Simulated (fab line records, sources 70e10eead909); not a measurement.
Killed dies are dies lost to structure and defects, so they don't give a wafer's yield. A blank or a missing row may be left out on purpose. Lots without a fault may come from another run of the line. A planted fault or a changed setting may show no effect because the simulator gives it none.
Which tool did it? | flow nand_harc | 6 lots, 17 wafers sampled, at 1 step of a route of 1302

WHAT THE GAUGES READ, wafer by wafer
NHARC_A_SLIT_CD_MEAS_09: target cd 300 nm.
lot  | measured     | on        | cd_nm (nm)
L413 | day 20 07:22 | cd_sem-03 | 299.8 299.4 300.0
L416 | day 21 10:58 | cd_sem-01 | 300.6 300.5 300.8
L421 | day 24 00:05 | cd_sem-03 | 299.8 300.9 299.6
L426 | day 26 06:02 | cd_sem-03 | 300.6 300.0
L430 | day 27 15:14 | cd_sem-01 | 298.9 299.2 299.4
L433 | day 29 20:09 | cd_sem-01 | 299.3 299.2 300.0

WHICH TOOL RAN EACH LOT (tool, then ch and the chambers of the sampled wafers, then the start)
The record holds no process step before these readings.

THE ANSWER, worked out from the rows above alone
Rule: what is usual is taken from the lots themselves. Put in order of their means at a reading, lots are off if they are a third of the lots or fewer, leave a main group of 4 or more, and stand apart from it by a gap of 3 or more times the standard deviation of the main group's means; of several such gaps the widest counts. A main group whose means are all the same, to the digits that the tables above print for the reading, isn't used. A lot without any number at a reading at which 4 lots or more have one is off too. The other lots that the step has rows for count as sound.
No lot is off at any reading shown: from this, nothing can be told.

WHAT THE SIMULATOR HAD PUT IN
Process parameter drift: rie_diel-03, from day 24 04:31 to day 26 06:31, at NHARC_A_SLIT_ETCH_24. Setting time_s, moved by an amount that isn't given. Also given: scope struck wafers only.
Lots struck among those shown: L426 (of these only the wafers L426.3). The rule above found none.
